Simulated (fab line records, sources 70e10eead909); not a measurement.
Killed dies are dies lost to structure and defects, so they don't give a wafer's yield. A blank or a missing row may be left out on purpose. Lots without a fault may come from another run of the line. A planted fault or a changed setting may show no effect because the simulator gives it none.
Which tool did it? | flow nand_harc | 11 lots, 33 wafers sampled, at 6 steps of a route of 1302

WHAT THE GAUGES READ, wafer by wafer
NHARC_P_ZERO_WELL_CD_MEAS_24: target cd 720 nm.
lot  | measured     | on        | cd_nm (nm)
L665 | day 1 22:28  | cd_sem-02 | 724.1 718.5 719.9
L667 | day 2 18:47  | cd_sem-02 | - - -
L668 | day 3 04:29  | cd_sem-03 | 720.5 721.7 719.3
L671 | day 4 10:27  | cd_sem-01 | 716.8 718.1 719.9
L678 | day 7 08:27  | cd_sem-03 | 718.6 717.0 718.7
L680 | day 8 04:35  | cd_sem-01 | 721.0 722.2 723.0
L681 | day 8 15:11  | cd_sem-02 | 721.6 722.2 720.6
L683 | day 9 10:37  | cd_sem-01 | 717.4 715.9 716.1
L686 | day 10 16:35 | cd_sem-02 | 717.8 715.6 719.8
L687 | day 11 02:26 | cd_sem-02 | 719.3 718.0 719.9
L688 | day 11 12:35 | cd_sem-03 | 714.5 719.0 719.9

NHARC_END_SORT_01.
lot  | measured     | on        | killed_at_array | killed_at_other | killed_at_periphery | killed_dies | killed_open | killed_short
L667 | day 24 23:59 | prober-02 | 68 69 78        | 1 0 1           | 608 608 598         | 677 677 677 | 0 4 4       | 6 1 5
L681 | day 30 09:15 | prober-01 | 63 50 65        | 1 0 1           | 3 4 5               | 67 54 71    | 7 3 6       | 6 2 5
L687 | day 33 13:15 | prober-02 | 29 20 17        | 1 0 1           | 5 4 2               | 35 24 20    | 7 3 5       | 3 4 2

WHICH TOOL RAN EACH LOT (tool, then ch and the chambers of the sampled wafers, then the start)
lot  | NHARC_P_ZERO_WELL_ETCH_63        | NHARC_P_ZERO_WELL_EXPOSE_21       | NHARC_P_ZERO_WELL_DESCUM_39        | NHARC_P_STI_DESCUM_14
L665 | rie_si-04 ch 0,1,3, day 1 21:32  | krf_scanner-04 ch 0, day 1 22:19  | rie_diel-01 ch 1,2,3, day 2 00:17  | rie_diel-09 ch 0,1,2, day 2 20:41
L667 | rie_si-06 ch 0,1,2, day 2 17:53  | krf_scanner-03 ch 0, day 2 18:38  | rie_diel-01 ch 0,1,2, day 2 20:36  | -
L668 | rie_si-04 ch 0,1,2, day 3 03:39  | krf_scanner-03 ch 0, day 3 04:20  | rie_diel-12 ch 0,3, day 3 06:09    | rie_diel-04 ch 0,1,3, day 4 00:48
L671 | rie_si-06 ch 1,3, day 4 09:32    | krf_scanner-03 ch 0, day 4 10:18  | rie_diel-01 ch 1,2, day 4 12:16    | rie_diel-10 ch 1,3, day 5 07:23
L678 | rie_si-06 ch 0,1,3, day 7 07:32  | krf_scanner-03 ch 0, day 7 08:17  | rie_diel-01 ch 0,1, day 7 12:37    | rie_diel-09 ch 0,1,3, day 8 07:23
L680 | rie_si-03 ch 0,2, day 8 03:41    | krf_scanner-03 ch 0, day 8 04:26  | rie_diel-06 ch 0,2,3, day 8 06:17  | rie_diel-09 ch 1,2,3, day 9 04:24
L681 | rie_si-04 ch 1,2, day 8 14:23    | krf_scanner-03 ch 0, day 8 15:02  | rie_diel-01 ch 1,2,3, day 8 16:54  | rie_diel-04 ch 0,2, day 9 11:29
L683 | rie_si-03 ch 0,1,3, day 9 09:41  | krf_scanner-03 ch 0, day 9 10:28  | rie_diel-06 ch 0,2,3, day 9 14:47  | rie_diel-09 ch 0,1,2, day 10 14:27
L686 | rie_si-06 ch 0,1,3, day 10 15:41 | krf_scanner-04 ch 0, day 10 16:26 | rie_diel-06 ch 0,1,3, day 10 18:24 | rie_diel-10 ch 0,1, day 11 12:32
L687 | rie_si-06 ch 0,2,3, day 11 01:32 | krf_scanner-01 ch 0, day 11 02:17 | rie_diel-01 ch 2,3, day 11 04:14   | rie_diel-04 ch 0,2, day 11 22:52
L688 | rie_si-04 ch 0,2, day 11 11:40   | krf_scanner-03 ch 0, day 11 12:25 | rie_diel-01 ch 0,2,3, day 11 14:19 | rie_diel-04 ch 0,2,3, day 12 11:57
- NHARC_P_ZERO_WELL_ETCH_63: etches the open film in HBr/Cl2, target depth 120 nm, time 40.1 s.
- NHARC_P_ZERO_WELL_EXPOSE_21: exposes mask P NWELL, target cd 720 nm.
- NHARC_P_ZERO_WELL_DESCUM_39: chemistry O2, time 3 s.
- NHARC_P_STI_DESCUM_14: chemistry O2, time 3 s.

WHAT THE TOOLS THEMSELVES READ (means of the sampled wafers that have a number; where no wafer has one, the mark that the record gives instead)
NHARC_P_ZERO_WELL_ETCH_63.
lot  | tool      | drypump_motor_current_A (A) | hbr_flow_sccm (sccm) | oes_product_au (a.u.) | rf_fwd_power_W (W) | throttle_valve_pct (%)
L665 | rie_si-04 | 5.4                         | 150.0                | 0.993                 | 398.3              | 26.403
L667 | rie_si-06 | 5.5                         | 150.0                | 1.002                 | 393.6              | 26.406
L668 | rie_si-04 | 5.2                         | 150.1                | 0.998                 | 398.0              | 26.403
L671 | rie_si-06 | 6.0                         | 150.3                | 0.993                 | 393.3              | 26.411
L678 | rie_si-06 | 5.7                         | 150.0                | 1.002                 | 394.8              | 26.405
L680 | rie_si-03 | 5.7                         | 149.9                | 0.997                 | 394.4              | 26.405
L681 | rie_si-04 | 5.4                         | 149.9                | 0.990                 | 393.9              | 26.404
L683 | rie_si-03 | 5.8                         | 149.9                | 1.006                 | 393.0              | 26.407
L686 | rie_si-06 | 5.7                         | 150.4                | 0.998                 | 393.9              | 26.410
L687 | rie_si-06 | 5.3                         | 149.8                | 0.989                 | 395.1              | 26.408
L688 | rie_si-04 | 5.1                         | 150.1                | 0.979                 | 398.0              | 26.401

NHARC_P_ZERO_WELL_DESCUM_39.
lot  | tool        | drypump_motor_current_A (A) | o2_flow_sccm (sccm) | oes_product_au (a.u.) | rf_vpp_V (V) | showerhead_plenum_p_Torr (Torr) | throttle_valve_pct (%)
L665 | rie_diel-01 | 6.0                         | 199.9               | 1.000                 | 57.7         | 1.81                            | 11.315
L667 | rie_diel-01 | 5.8                         | 199.7               | 1.010                 | 58.1         | 1.87                            | 11.317
L668 | rie_diel-12 | 5.8                         | 200.3               | 1.013                 | 57.5         | 1.80                            | 11.306
L671 | rie_diel-01 | 5.9                         | 200.5               | 0.997                 | 57.2         | 1.81                            | 11.310
L678 | rie_diel-01 | 6.1                         | 200.0               | 1.010                 | 58.5         | 1.87                            | 11.307
L680 | rie_diel-06 | 5.5                         | 199.9               | 1.014                 | 57.3         | 1.94                            | 11.318
L681 | rie_diel-01 | 6.0                         | 199.8               | 1.005                 | 57.4         | 1.80                            | 11.303
L683 | rie_diel-06 | 5.5                         | 199.7               | 1.007                 | 57.6         | 1.93                            | 11.309
L686 | rie_diel-06 | 5.7                         | 200.3               | 1.014                 | 57.9         | 1.88                            | 11.318
L687 | rie_diel-01 | 5.8                         | 200.1               | 0.998                 | 58.7         | 1.98                            | 11.311
L688 | rie_diel-01 | 5.6                         | 199.9               | 1.000                 | 57.5         | 1.93                            | 11.312

NHARC_P_STI_DESCUM_14.
lot  | tool        | drypump_motor_current_A (A) | o2_flow_sccm (sccm) | oes_product_au (a.u.) | rf_vpp_V (V) | showerhead_plenum_p_Torr (Torr) | throttle_valve_pct (%)
L665 | rie_diel-09 | 5.8                         | 200.0               | 1.003                 | 58.4         | 1.99                            | 11.317
L668 | rie_diel-04 | 5.8                         | 199.6               | 1.004                 | 58.2         | 2.00                            | 11.308
L671 | rie_diel-10 | 5.1                         | 199.6               | 0.991                 | 56.9         | 1.81                            | 11.309
L678 | rie_diel-09 | 5.9                         | 200.3               | 1.007                 | 57.8         | 1.95                            | 11.311
L680 | rie_diel-09 | 5.9                         | 201.0               | 1.015                 | 58.4         | 1.96                            | 11.313
L681 | rie_diel-04 | 5.4                         | 200.3               | 0.999                 | 57.5         | 1.88                            | 11.312
L683 | rie_diel-09 | 5.8                         | 199.8               | 1.005                 | 58.5         | 1.99                            | 11.314
L686 | rie_diel-10 | 5.0                         | 200.2               | 0.999                 | 57.5         | 1.87                            | 11.320
L687 | rie_diel-04 | 5.4                         | 199.7               | 1.013                 | 57.6         | 1.88                            | 11.317
L688 | rie_diel-04 | 5.4                         | 199.9               | 1.003                 | 57.7         | 1.94                            | 11.321

THE ANSWER, worked out from the rows above alone
Rule: what is usual is taken from the lots themselves. Put in order of their means at a reading, lots are off if they are a third of the lots or fewer, leave a main group of 4 or more, and stand apart from it by a gap of 3 or more times the standard deviation of the main group's means; of several such gaps the widest counts. A main group whose means are all the same, to the digits that the tables above print for the reading, isn't used. A lot without any number at a reading at which 4 lots or more have one is off too. The other lots that the step has rows for count as sound. The gauges are gone through in route order, then the tools' own readings, and for those a lot's mean is taken as printed above. The first step at which some lot is off is used, and at that step the reading that is off furthest; a lot without a number counts as furthest.
Off: L667, at NHARC_P_ZERO_WELL_CD_MEAS_24 (cd_nm). Without a number there: L667. The main group: mean 719.2 nm, standard deviation 1.8.
A tool fits if, at a process step before that reading, it ran every lot that is off, and no sound lot after the first of them. The gauges at NHARC_P_ZERO_WELL_CD_MEAS_24 are tried like those tools. None of those tried fits.

WHAT THE SIMULATOR HAD PUT IN
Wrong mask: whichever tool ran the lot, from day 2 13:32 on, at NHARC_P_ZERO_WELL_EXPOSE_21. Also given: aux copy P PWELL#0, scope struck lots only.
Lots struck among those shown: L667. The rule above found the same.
